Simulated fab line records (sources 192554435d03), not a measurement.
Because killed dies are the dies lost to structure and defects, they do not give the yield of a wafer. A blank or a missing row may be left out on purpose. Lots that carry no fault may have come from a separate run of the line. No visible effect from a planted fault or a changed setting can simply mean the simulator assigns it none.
fab line records | flow n5-finfet | part 2 of 2: steps 4 to 6 of 6
record: lots: 21 | wafers: 63 | last-day: 18
route steps=1938 shown BEOL_M3@934
lots with no fault: from the same line, run without faults
start-h: start of the lot's first displayed wafer, in hours after the record's first day | wait-h: time in hours since the lot's previous step | " the same as in the row above | L1.1+2: one row covering several wafers at once | - no value, or no start given | * or withheld: withheld | < > ~ a bound
route shown NAME@n: a module of which the file shows steps, and the number in the route of the first | usual: average and standard deviation across the fault-free wafers | same: alike in all rows | chamber/n: place in a boat | sites: readings site by site | _std_site: standard deviation across them | _edge_site: mean of outer sites minus mean of inner sites | radius-mm: how far each site lies from the wafer's centre | mask NAME#n: copy n | behind: tool/chamber where the wafer was last shaped | hold: reason for holding the lot/hours on hold/outcome of the hold | device: which transistor (n, p or np) failed to switch | end of line: the tests these same wafers got at the end of their route | a step with no rows: only its recipe | killed: dies that structure and defects cost at the first sort, which is not the same as the wafer's yield | map: a wafer's dies, marking killed ones x, the rest . and places with no die _
set.NAME: the setting the step ran with; set.NAME@STEP: the setting that earlier step ran with | model.NAME: the simulator's own value behind a step, which no gauge read
one table for each step of the route and one row for each wafer, over a sample of lots
services: when a tool's chamber went out of use (start-h, in hours from the record's first day, below 0 if earlier), for how many hours, and the reason
== steps ==
step: N5_BEOL_M3_DESCUM_33
recipe: chemistry: O2 | time-s: 7 | source-power-w: 50 | bias-power-w: 20 | pressure-mtorr: 20 | rf-frequency-hz: 2.712e+07 | temp-c: 40 | resist: CAR-EUV | o2-flow-sccm: 225
usual: bias-power-w: 20.00/0.055 | drypump-motor-current-A: 5.6/0.38 | oes-product-au: 0.81/0.087 | rf-vpp-V: 243.7/1.4 | showerhead-plenum-p-Torr: 2.13/0.08 | temp-c: 39.99/0.11 | throttle-valve-pct: 20.40/0.24
lot.wafer | tool        | chamber | start-h | wait-h | bias-power-w | drypump-motor-current-A | oes-product-au | rf-hours-counter-h | rf-vpp-V | showerhead-plenum-p-Torr | temp-c | throttle-valve-pct
L074.1    | rie-diel-04 | 2       | 147.75  | 0.0    | 20.00        | 5.7                     | 0.69           | 217                | 245.5    | 2.16                     | 40.00  | 20.69
L074.2    | "           | 1       | "       | "      | 20.05        | 5.7                     | 0.86           | 60                 | 242.3    | 2.04                     | 40.29  | 20.14
L074.6    | "           | 3       | "       | "      | 20.06        | 6.5                     | 0.71           | -                  | 241.3    | 1.99                     | 40.01  | 20.53
L075.1    | rie-diel-01 | 3       | 153.06  | 0.0    | 19.94        | 5.4                     | 0.91           | 36                 | 244.1    | 2.13                     | 39.91  | 20.36
L075.4    | "           | 2       | "       | "      | 20.02        | 5.5                     | 0.69           | 239                | 242.5    | 2.06                     | 40.11  | 20.57
L075.5    | "           | 2       | "       | "      | 19.95        | 5.5                     | 0.70           | -                  | 242.2    | 2.06                     | 40.04  | 20.55
L076.1    | rie-diel-04 | 1       | 155.61  | 0.0    | 20.07        | 5.7                     | 0.85           | 62                 | 242.8    | 2.04                     | 39.94  | 20.14
L076.2    | "           | 0       | "       | "      | 20.03        | 5.7                     | 0.69           | 236                | 245.4    | 2.14                     | 40.19  | 20.53
L076.4    | "           | 2       | "       | "      | 19.96        | 5.8                     | 0.68           | 220                | 244.5    | 2.16                     | 40.07  | 20.68
L078.3    | rie-diel-04 | 0       | 158.99  | 0.0    | 19.99        | 5.8                     | 0.68           | 237                | 243.2    | 2.14                     | 40.10  | 20.53
L078.5    | "           | 2       | "       | "      | 19.93        | 5.8                     | 0.69           | -                  | 244.2    | 2.16                     | 40.01  | 20.72
L078.6    | "           | 3       | "       | "      | 19.97        | 6.5                     | 0.71           | -                  | 241.4    | 1.99                     | 40.01  | 20.53
L077.2    | rie-diel-01 | 3       | 166.34  | 0.6    | 20.06        | 5.4                     | 0.89           | 41                 | 244.1    | 2.13                     | 39.95  | 20.37
L077.5    | "           | 0       | "       | "      | 20.03        | 5.1                     | 0.88           | -                  | 245.0    | 2.23                     | 40.03  | 20.47
L077.6    | "           | 3       | "       | "      | 20.02        | 5.4                     | 0.89           | -                  | 243.3    | 2.13                     | 39.92  | 20.36
L080.3    | rie-diel-01 | 2       | 189.83  | 0.0    | 20.03        | 5.6                     | 0.69           | 247                | 242.4    | 2.06                     | 39.99  | 20.58
L080.5    | "           | 1       | "       | "      | 20.01        | 5.9                     | 0.87           | -                  | 244.9    | 2.23                     | 39.92  | 19.99
L080.6    | "           | 2       | "       | "      | 19.92        | 5.6                     | 0.69           | -                  | 242.6    | 2.06                     | 40.13  | 20.58
L084.2    | rie-diel-03 | 2       | 201.56  | 0.0    | 20.05        | 5.4                     | 0.82           | 88                 | 244.9    | 2.21                     | 40.26  | 20.75
L084.3    | "           | 1       | "       | "      | 19.98        | 5.9                     | 0.86           | 48                 | 242.6    | 2.13                     | 39.77  | 20.36
L084.6    | "           | 0       | "       | "      | 19.92        | 5.2                     | 0.69           | -                  | 241.9    | 1.98                     | 40.09  | 20.69
L082.1    | rie-diel-01 | 1       | 202.30  | 0.0    | 20.03        | 6.0                     | 0.87           | 37                 | 245.5    | 2.23                     | 40.00  | 20.00
L082.4    | "           | 0       | "       | "      | 20.05        | 5.1                     | 0.86           | -                  | 245.7    | 2.23                     | 39.93  | 20.48
L082.5    | "           | 3       | "       | "      | 19.98        | 5.4                     | 0.87           | -                  | 245.2    | 2.13                     | 39.91  | 20.36
L085.1    | rie-diel-04 | 0       | 206.47  | 0.0    | 19.98        | 5.8                     | 0.67           | 253                | 244.2    | 2.13                     | 40.02  | 20.55
L085.5    | "           | 2       | "       | "      | 20.03        | 5.8                     | 0.67           | -                  | 243.8    | 2.16                     | 40.15  | 20.72
L085.6    | "           | 1       | "       | "      | 19.92        | 5.7                     | 0.83           | -                  | 241.2    | 2.03                     | 40.02  | 20.18
L086.1    | rie-diel-04 | 0       | 209.22  | 0.0    | 19.97        | 5.8                     | 0.67           | 254                | 243.4    | 2.13                     | 39.84  | 20.56
L086.2    | "           | 1       | "       | "      | 20.03        | 5.7                     | 0.83           | 82                 | 241.9    | 2.03                     | 40.13  | 20.15
L086.3    | "           | 2       | "       | "      | 19.97        | 5.8                     | 0.68           | 239                | 244.8    | 2.16                     | 40.06  | 20.74
L087.1    | rie-diel-01 | 1       | 213.71  | 0.0    | 19.96        | 6.0                     | 0.85           | 42                 | 244.4    | 2.23                     | 40.17  | 20.00
L087.3    | "           | 3       | "       | "      | 20.04        | 5.4                     | 0.86           | 57                 | 244.8    | 2.12                     | 39.96  | 20.38
L087.5    | "           | 3       | "       | "      | 20.09        | 5.4                     | 0.86           | -                  | 244.6    | 2.12                     | 39.97  | 20.37
L089.1    | rie-diel-03 | 0       | 247.44  | 0.0    | 20.04        | 5.2                     | 0.95           | 2                  | 245.0    | 2.24                     | 39.89  | 20.34
L089.2    | "           | 1       | "       | "      | 20.01        | 5.9                     | 0.84           | 65                 | 242.6    | 2.12                     | 39.82  | 20.39
L089.5    | "           | 0       | "       | "      | 20.01        | 5.3                     | 0.95           | -                  | 245.3    | 2.24                     | 39.84  | 20.34
L088.2    | rie-diel-01 | 1       | 247.68  | 0.0    | 19.91        | 6.0                     | 0.83           | 55                 | 243.6    | 2.22                     | 39.85  | 20.02
L088.3    | "           | 2       | "       | "      | 19.99        | 5.6                     | 0.94           | 9                  | 243.9    | 2.06                     | 39.96  | 20.21
L088.5    | "           | 1       | "       | "      | 19.99        | 6.0                     | 0.82           | -                  | 246.1    | 2.22                     | 39.76  | 20.03
L090.3    | rie-diel-01 | 2       | 248.88  | 0.0    | 19.98        | 5.6                     | 0.93           | 9                  | 243.1    | 2.05                     | 39.89  | 20.21
L090.5    | "           | 3       | "       | "      | 20.00        | 5.4                     | 0.85           | -                  | 244.1    | 2.12                     | 40.17  | 20.39
L090.6    | "           | 2       | "       | "      | 20.02        | 5.5                     | 0.94           | -                  | 242.7    | 2.06                     | 39.98  | 20.22
L091.2    | rie-diel-01 | 2       | 254.79  | 0.5    | 19.99        | 5.6                     | 0.94           | 12                 | 241.2    | 2.06                     | 39.95  | 20.22
L091.4    | "           | 3       | "       | "      | 19.93        | 5.4                     | 0.85           | 72                 | 243.2    | 2.12                     | 39.88  | 20.40
L091.5    | "           | 1       | "       | "      | 20.00        | 5.9                     | 0.83           | -                  | 245.1    | 2.22                     | 40.01  | 20.03
L092.2    | rie-diel-04 | 2       | 256.97  | 0.0    | 20.02        | 5.8                     | 0.67           | 250                | 243.8    | 2.15                     | 39.87  | 20.75
L092.3    | "           | 1       | "       | "      | 20.04        | 5.7                     | 0.81           | 92                 | 243.0    | 2.03                     | 40.05  | 20.19
L092.5    | "           | 2       | "       | "      | 19.88        | 5.7                     | 0.67           | -                  | 243.8    | 2.15                     | 39.92  | 20.74
L093.1    | rie-diel-01 | 3       | 259.62  | 0.0    | 19.93        | 5.4                     | 0.84           | 74                 | 243.8    | 2.12                     | 39.88  | 20.40
L093.3    | "           | 0       | "       | "      | 19.96        | 5.0                     | 0.84           | 74                 | 245.1    | 2.22                     | 39.94  | 20.50
L093.6    | "           | 0       | "       | "      | 19.96        | 5.0                     | 0.84           | -                  | 245.0    | 2.22                     | 39.89  | 20.51
L095.3    | rie-diel-03 | 1       | 269.67  | 0.3    | 19.97        | 5.9                     | 0.83           | 73                 | 243.4    | 2.12                     | 39.94  | 20.41
L095.4    | "           | 0       | "       | "      | 19.96        | 5.2                     | 0.92           | 10                 | 246.5    | 2.23                     | 39.91  | 20.36
L095.5    | "           | 2       | "       | "      | 20.10        | 5.4                     | 0.79           | -                  | 244.9    | 2.20                     | 39.92  | 20.78
L094.2    | rie-diel-01 | 2       | 269.69  | 0.2    | 20.00        | 5.6                     | 0.93           | 18                 | 243.8    | 2.05                     | 39.94  | 20.22
L094.3    | "           | 1       | "       | "      | 20.08        | 6.0                     | 0.82           | 65                 | 245.3    | 2.22                     | 39.95  | 20.04
L094.5    | "           | 1       | "       | "      | 20.01        | 6.0                     | 0.82           | -                  | 244.8    | 2.22                     | 39.96  | 20.04
L097.1    | rie-diel-03 | 1       | 287.28  | 0.3    | 20.07        | 5.9                     | 0.82           | 79                 | 242.0    | 2.12                     | 39.75  | 20.41
L097.2    | "           | 2       | "       | "      | 20.02        | 5.4                     | 0.79           | 120                | 246.4    | 2.20                     | 40.00  | 20.78
L097.3    | "           | 0       | "       | "      | 20.04        | 5.3                     | 0.91           | 16                 | 244.6    | 2.23                     | 40.24  | 20.37
L096.3    | rie-diel-04 | 0       | 291.61  | 0.4    | 19.97        | 5.8                     | 0.93           | 12                 | 244.0    | 2.13                     | 40.06  | 20.20
L096.4    | "           | 3       | "       | "      | 20.19        | 6.5                     | 0.69           | 237                | 241.3    | 1.98                     | 39.93  | 20.56
L096.5    | "           | 0       | "       | "      | 20.02        | 5.8                     | 0.93           | -                  | 244.6    | 2.13                     | 40.07  | 20.21
step: N5_BEOL_M3_ETCH_41
recipe: chemistry: CH3F/O2 | target: SiCN | target-depth-a: 299 | taper-deg: 2 | time-s: 52.5 | ion-energy-ev: 120 | mask-material: TiN | pressure-mtorr: 30 | source-w: 395 | bias-w: 75 | Ar_flow_sccm: 150 | CH3F_flow_sccm: 30 | O2_flow_sccm: 20
usual: drypump-motor-current-A: 5.6/0.41 | oes-product-au: 0.83/0.084 | rf-vpp-V: 298.0/1.8 | showerhead-plenum-p-Torr: 2.03/0.077 | throttle-valve-pct: 16.25/0.25
lot.wafer | tool        | chamber | start-h | wait-h | drypump-motor-current-A | oes-product-au | rf-hours-counter-h | rf-vpp-V | showerhead-plenum-p-Torr | throttle-valve-pct
L074.1    | rie-diel-01 | 3       | -       | -      | 5.4                     | 0.89           | 35                 | 297.7    | 2.04                     | 16.20
L074.2    | "           | 1       | "       | "      | 6.0                     | 0.89           | 21                 | 299.8    | 2.12                     | 15.80
L074.6    | "           | 1       | "       | "      | 5.9                     | 0.89           | -                  | 299.3    | 2.12                     | 15.79
L075.1    | rie-diel-01 | 3       | -       | -      | 5.4                     | 0.90           | 36                 | 298.1    | 2.04                     | 16.21
L075.4    | "           | 0       | "       | "      | 5.1                     | 0.88           | 37                 | 300.0    | 2.12                     | 16.22
L075.5    | "           | 3       | "       | "      | 5.4                     | 0.91           | -                  | 298.9    | 2.04                     | 16.20
L076.1    | rie-diel-03 | 1       | -       | -      | 5.9                     | 0.89           | 33                 | 297.1    | 2.04                     | 16.19
L076.2    | "           | 3       | "       | "      | 4.8                     | 0.87           | 44                 | 298.3    | 1.95                     | 16.44
L076.4    | "           | 2       | "       | "      | 5.4                     | 0.85           | 74                 | 300.4    | 2.11                     | 16.53
L078.3    | rie-diel-01 | 3       | -       | -      | 5.4                     | 0.88           | 41                 | 297.6    | 2.04                     | 16.23
L078.5    | "           | 0       | "       | "      | 5.1                     | 0.88           | -                  | 301.2    | 2.12                     | 16.22
L078.6    | "           | 3       | "       | "      | 5.4                     | 0.89           | -                  | 298.2    | 2.04                     | 16.21
L077.2    | rie-diel-01 | 0       | -       | -      | 5.1                     | 0.89           | 42                 | 299.5    | 2.12                     | 16.24
L077.5    | "           | 0       | "       | "      | 5.1                     | 0.88           | -                  | 297.8    | 2.12                     | 16.24
L077.6    | "           | 3       | "       | "      | 5.4                     | 0.89           | -                  | 298.6    | 2.04                     | 16.23
L080.3    | rie-diel-01 | 0       | -       | -      | 5.0                     | 0.87           | 48                 | 297.9    | 2.12                     | 16.24
L080.5    | "           | 0       | "       | "      | 5.1                     | 0.87           | -                  | 301.3    | 2.12                     | 16.23
L080.6    | "           | 1       | "       | "      | 6.0                     | 0.87           | -                  | 299.4    | 2.12                     | 15.82
L084.2    | rie-diel-04 | 1       | -       | -      | 5.7                     | 0.82           | 80                 | 295.5    | 1.94                     | 15.98
L084.3    | "           | 0       | "       | "      | 5.8                     | 0.67           | 252                | 298.1    | 2.05                     | 16.62
L084.6    | "           | 2       | "       | "      | 5.8                     | 0.68           | -                  | 297.8    | 2.06                     | 16.61
L082.1    | rie-diel-01 | 3       | -       | -      | 5.4                     | 0.87           | 54                 | 298.1    | 2.03                     | 16.25
L082.4    | "           | 3       | "       | "      | 5.4                     | 0.87           | -                  | 298.2    | 2.03                     | 16.25
L082.5    | "           | 0       | "       | "      | 5.1                     | 0.86           | -                  | 300.7    | 2.12                     | 16.25
L085.1    | rie-diel-04 | 0       | -       | -      | 5.8                     | 0.67           | 255                | 298.1    | 2.05                     | 16.58
L085.5    | "           | 2       | "       | "      | 5.8                     | 0.68           | -                  | 299.8    | 2.05                     | 16.62
L085.6    | "           | 0       | "       | "      | 5.8                     | 0.67           | -                  | 297.1    | 2.05                     | 16.59
L086.1    | rie-diel-01 | 0       | -       | -      | 5.1                     | 0.85           | 56                 | 300.0    | 2.12                     | 16.26
L086.2    | "           | 1       | "       | "      | 6.0                     | 0.85           | 41                 | 299.5    | 2.12                     | 15.83
L086.3    | "           | 3       | "       | "      | 5.4                     | 0.87           | 56                 | 298.2    | 2.03                     | 16.25
L087.1    | rie-diel-03 | 1       | -       | -      | 5.9                     | 0.85           | 52                 | 298.4    | 2.03                     | 16.22
L087.3    | "           | 2       | "       | "      | 5.4                     | 0.81           | 93                 | 297.4    | 2.10                     | 16.57
L087.5    | "           | 3       | "       | "      | 4.7                     | 0.84           | -                  | 297.2    | 1.94                     | 16.47
L089.1    | rie-diel-03 | 3       | -       | -      | 4.8                     | 0.83           | 76                 | 296.9    | 1.94                     | 16.49
L089.2    | "           | 0       | "       | "      | 5.2                     | 0.95           | 2                  | 299.1    | 2.14                     | 16.19
L089.5    | "           | 3       | "       | "      | 4.8                     | 0.82           | -                  | 295.4    | 1.94                     | 16.49
L088.2    | rie-diel-01 | 2       | -       | -      | 5.5                     | 0.95           | 9                  | 297.2    | 1.97                     | 16.09
L088.3    | "           | 1       | "       | "      | 6.0                     | 0.84           | 55                 | 299.6    | 2.11                     | 15.88
L088.5    | "           | 2       | "       | "      | 5.6                     | 0.95           | -                  | 295.2    | 1.97                     | 16.10
L090.3    | rie-diel-01 | 2       | -       | -      | 5.5                     | 0.95           | 9                  | 295.6    | 1.97                     | 16.08
L090.5    | "           | 1       | "       | "      | 6.0                     | 0.83           | -                  | 299.1    | 2.11                     | 15.86
L090.6    | "           | 2       | "       | "      | 5.6                     | 0.95           | -                  | 296.7    | 1.97                     | 16.10
L091.2    | rie-diel-01 | 1       | -       | -      | 6.0                     | 0.83           | 59                 | 300.4    | 2.11                     | 15.87
L091.4    | "           | 3       | "       | "      | 5.4                     | 0.85           | 73                 | 296.8    | 2.03                     | 16.28
L091.5    | "           | 1       | "       | "      | 6.0                     | 0.83           | -                  | 299.3    | 2.11                     | 15.88
L092.2    | rie-diel-04 | 1       | -       | -      | 5.7                     | 0.80           | 92                 | 296.1    | 1.93                     | 16.00
L092.3    | "           | 3       | "       | "      | 6.4                     | 0.69           | 225                | 294.7    | 1.90                     | 16.47
L092.5    | "           | 3       | "       | "      | 6.5                     | 0.70           | -                  | 294.5    | 1.90                     | 16.45
L093.1    | rie-diel-04 | 3       | -       | -      | 6.5                     | 0.70           | 226                | 296.0    | 1.90                     | 16.48
L093.3    | "           | 0       | "       | "      | 5.8                     | 0.97           | 1                  | 300.0    | 2.05                     | 16.11
L093.6    | "           | 1       | "       | "      | 5.7                     | 0.81           | -                  | 296.0    | 1.93                     | 16.01
L095.3    | rie-diel-03 | 0       | -       | -      | 5.2                     | 0.93           | 11                 | 301.6    | 2.14                     | 16.20
L095.4    | "           | 3       | "       | "      | 4.7                     | 0.81           | 86                 | 294.9    | 1.94                     | 16.52
L095.5    | "           | 1       | "       | "      | 5.9                     | 0.84           | -                  | 298.9    | 2.03                     | 16.26
L094.2    | rie-diel-04 | 1       | -       | -      | 5.7                     | 0.80           | 101                | 296.6    | 1.93                     | 16.01
L094.3    | "           | 2       | "       | "      | 5.7                     | 0.98           | 0                  | 298.2    | 2.05                     | 16.13
L094.5    | "           | 0       | "       | "      | 5.8                     | 0.93           | -                  | 297.5    | 2.05                     | 16.14
L097.1    | rie-diel-04 | 1       | -       | -      | 5.7                     | 0.79           | 103                | 297.3    | 1.93                     | 16.02
L097.2    | "           | 3       | "       | "      | 6.5                     | 0.69           | 236                | 294.5    | 1.90                     | 16.51
L097.3    | "           | 0       | "       | "      | 5.8                     | 0.92           | 11                 | 298.0    | 2.05                     | 16.15
L096.3    | rie-diel-04 | 0       | -       | -      | 5.8                     | 0.92           | 13                 | 298.9    | 2.05                     | 16.15
L096.4    | "           | 3       | "       | "      | 6.5                     | 0.69           | 238                | 294.9    | 1.90                     | 16.53
L096.5    | "           | 2       | "       | "      | 5.8                     | 0.96           | -                  | 298.8    | 2.05                     | 16.15
step: N5_BEOL_M3_OCD_MEAS_38
usual: trench-depth-nm: 55.7/0.97
lot.wafer | tool   | chamber | start-h | wait-h | trench-depth-nm
L074.1    | ocd-01 | -       | 150.77  | -      | 57.9
L074.2    | "      | -       | "       | "      | 56.3
L074.6    | "      | -       | "       | "      | 55.6
L075.1    | ocd-01 | -       | 154.31  | -      | 56.9
L075.4    | "      | -       | "       | "      | 56.0
L075.5    | "      | -       | "       | "      | 56.8
L076.1    | ocd-02 | -       | 157.25  | -      | 56.3
L076.2    | "      | -       | "       | "      | 56.0
L076.4    | "      | -       | "       | "      | 56.0
L078.3    | ocd-02 | -       | 166.24  | -      | 57.1
L078.5    | "      | -       | "       | "      | 55.0
L078.6    | "      | -       | "       | "      | 58.1
L077.2    | ocd-01 | -       | 167.39  | -      | 56.3
L077.5    | "      | -       | "       | "      | 55.6
L077.6    | "      | -       | "       | "      | 57.0
L080.3    | ocd-02 | -       | 190.66  | -      | 56.2
L080.5    | "      | -       | "       | "      | 56.5
L080.6    | "      | -       | "       | "      | 55.9
L084.2    | ocd-02 | -       | 205.06  | -      | 55.6
L084.3    | "      | -       | "       | "      | 55.4
L084.6    | "      | -       | "       | "      | 54.3
L082.1    | ocd-02 | -       | 208.30  | -      | 57.1
L082.4    | "      | -       | "       | "      | 56.7
L082.5    | "      | -       | "       | "      | 55.7
L085.1    | ocd-01 | -       | 211.18  | -      | 55.1
L085.5    | "      | -       | "       | "      | 54.8
L085.6    | "      | -       | "       | "      | 55.3
L086.1    | ocd-02 | -       | 211.29  | -      | 55.9
L086.2    | "      | -       | "       | "      | 56.3
L086.3    | "      | -       | "       | "      | 57.7
L087.1    | ocd-02 | -       | 215.40  | -      | 56.5
L087.3    | "      | -       | "       | "      | 55.5
L087.5    | "      | -       | "       | "      | 55.8
L089.1    | ocd-01 | -       | 248.21  | -      | 55.2
L089.2    | "      | -       | "       | "      | 58.4
L089.5    | "      | -       | "       | "      | 55.8
L088.2    | ocd-02 | -       | 248.32  | -      | 56.5
L088.3    | "      | -       | "       | "      | 56.0
L088.5    | "      | -       | "       | "      | 57.0
L090.3    | ocd-01 | -       | 249.53  | -      | 56.1
L090.5    | "      | -       | "       | "      | 54.9
L090.6    | "      | -       | "       | "      | 55.4
L091.2    | ocd-01 | -       | 255.77  | -      | 55.6
L091.4    | "      | -       | "       | "      | 57.6
L091.5    | "      | -       | "       | "      | 55.7
L092.2    | ocd-01 | -       | 257.62  | -      | 54.8
L092.3    | "      | -       | "       | "      | 54.1
L092.5    | "      | -       | "       | "      | 54.5
L093.1    | ocd-02 | -       | 260.57  | -      | 54.4
L093.3    | "      | -       | "       | "      | 55.5
L093.6    | "      | -       | "       | "      | 55.2
L095.3    | ocd-02 | -       | 272.09  | -      | 56.9
L095.4    | "      | -       | "       | "      | 54.9
L095.5    | "      | -       | "       | "      | 55.1
L094.2    | ocd-01 | -       | 281.16  | -      | 54.4
L094.3    | "      | -       | "       | "      | 54.5
L094.5    | "      | -       | "       | "      | 55.3
L097.1    | ocd-02 | -       | 288.37  | -      | 55.3
L097.2    | "      | -       | "       | "      | 53.6
L097.3    | "      | -       | "       | "      | 55.8
L096.3    | ocd-01 | -       | 294.91  | -      | 55.5
L096.4    | "      | -       | "       | "      | 54.1
L096.5    | "      | -       | "       | "      | 55.3
== services ==
tool           | chamber | start-h | hours | kind
rie-diel-03    | 2       | 147.89  | 8.5   | repair
rie-diel-04    | -       | 150.63  | 0.2   | repair
rie-diel-01    | 2       | 163.08  | 6.8   | repair
rie-diel-04    | 0       | 179.56  | 5.8   | repair
rie-diel-04    | 3       | 185.77  | 45.5  | repair
rie-diel-01    | 2       | 199.95  | -     | clean
rie-diel-01    | 2       | 199.95  | -     | consumable-replace:focus-ring
rie-diel-03    | 0       | 219.55  | -     | clean
rie-diel-03    | 0       | 219.55  | -     | consumable-replace:focus-ring
rie-diel-03    | 0       | 219.55  | -     | consumable-replace:showerhead
pvd-sputter-02 | -       | 222.72  | 1.7   | repair
rie-diel-04    | 0       | 242.16  | -     | clean
rie-diel-04    | 0       | 242.16  | -     | consumable-replace:focus-ring
rie-diel-04    | 0       | 242.16  | 16.1  | scheduled-down
rie-diel-04    | 0       | 242.16  | 16.1  | vent-cycle
rie-diel-04    | 1       | 246.44  | 6.6   | repair
rie-diel-04    | 2       | 248.61  | 3.7   | repair
rie-diel-04    | 2       | 258.24  | -     | clean
rie-diel-04    | 2       | 258.24  | -     | consumable-replace:focus-ring
rie-diel-04    | 2       | 258.24  | 21.9  | scheduled-down
rie-diel-04    | 2       | 258.24  | 21.9  | vent-cycle
rie-diel-01    | 0       | 269.66  | 2.1   | repair
rie-diel-01    | 0       | 275.75  | 4.7   | repair
rie-diel-03    | 3       | 282.13  | 10.9  | repair
